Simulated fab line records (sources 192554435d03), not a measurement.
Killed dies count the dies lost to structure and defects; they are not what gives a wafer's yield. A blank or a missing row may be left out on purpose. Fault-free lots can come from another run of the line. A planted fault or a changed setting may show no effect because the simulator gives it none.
Matching of chambers + flow n5-finfet + 3 sister chambers for N5_BEOL_M4_ILD_DEP_00 on pecvd-04
The step deposits SiOC from DEMS/O2, target thk 79 nm, time 15.3 s. 16 wafers are shown with their chamber, then 8 later ones without.

## EACH WAFER AND ITS CHAMBER
| wafer  | chamber | throttle-valve-pct (%) | heater-power-w (W) | showerhead-plenum-p-Torr (Torr) |
|--------|---------|------------------------|--------------------|---------------------------------|
| L078.2 | 1       | 11.2                   | 448                | 5.707                           |
| L078.4 | 1       | 11.0                   | 434                | 5.713                           |
| L078.6 | 2       | 11.4                   | 494                | 5.694                           |
| L083.1 | 2       | 11.7                   | 457                | 5.704                           |
| L083.4 | 2       | 11.6                   | 460                | 5.695                           |
| L083.5 | 1       | 11.1                   | 414                | 5.710                           |
| L085.2 | 1       | 10.9                   | 440                | 5.707                           |
| L085.4 | 1       | 11.4                   | 432                | 5.703                           |
| L085.5 | 0       | 12.2                   | 350                | 5.721                           |
| L091.1 | 2       | 11.6                   | 502                | 5.688                           |
| L091.2 | 1       | 11.1                   | 403                | 5.700                           |
| L091.3 | 1       | 11.2                   | 407                | 5.712                           |
| L094.1 | 1       | 11.2                   | 450                | 5.699                           |
| L094.4 | 2       | 11.9                   | 471                | 5.680                           |
| L094.6 | 1       | 11.1                   | 359                | 5.697                           |
| L092.3 | 2       | 11.8                   | 499                | 5.687                           |

SIGNATURES, as means of the wafers listed above
| reading                  | chamber 0 | chamber 1 | chamber 2 | scatter within a chamber |
|--------------------------|-----------|-----------|-----------|--------------------------|
| throttle-valve-pct       | 12.200    | 11.133    | 11.667    | 0.155                    |
| heater-power-w           | 350.00    | 420.78    | 480.50    | 25.8                     |
| showerhead-plenum-p-Torr | 5.72100   | 5.70533   | 5.69133   | 0.00687                  |
Rule: a wafer lies at a distance from a chamber equal to the root of the sum of squares, over the readings, of (its reading less the chamber's mean, divided by the reading's scatter). If the next closest chamber is less than 2 further off than the closest, the wafer can't be placed; otherwise it belongs to the closest. The scatter: take each reading less its chamber's mean, square it, sum over the shown wafers, divide by the number of wafers less the number of chambers, and take the root.

## WAFERS WITHOUT THEIR CHAMBER
| wafer  | throttle-valve-pct (%) | heater-power-w (W) | showerhead-plenum-p-Torr (Torr) |
|--------|------------------------|--------------------|---------------------------------|
| L092.5 | 12.3                   | 335                | 5.729                           |
| L092.6 | 11.5                   | 508                | 5.703                           |
| L095.1 | 11.1                   | 436                | 5.692                           |
| L095.3 | 11.7                   | 500                | 5.703                           |
| L095.4 | 11.0                   | 429                | 5.694                           |
| L097.1 | 11.8                   | 331                | 5.720                           |
| L097.5 | 11.3                   | 434                | 5.703                           |
| L097.6 | 12.0                   | 341                | 5.736                           |

## THE CHAMBER EACH PASSED THROUGH
| wafer  | from the rows above     | in truth |
|--------|-------------------------|----------|
| L092.5 | 0                       | 0        |
| L092.6 | can't be placed: 2 or 1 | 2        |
| L095.1 | can't be placed: 1 or 2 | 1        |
| L095.3 | 2                       | 2        |
| L095.4 | 1                       | 1        |
| L097.1 | 0                       | 0        |
| L097.5 | 1                       | 1        |
| L097.6 | 0                       | 0        |
Placed correctly: 6 of 8. These rows do not allow placing 2 (true chamber among the candidates in 2). 0 placed wrongly.
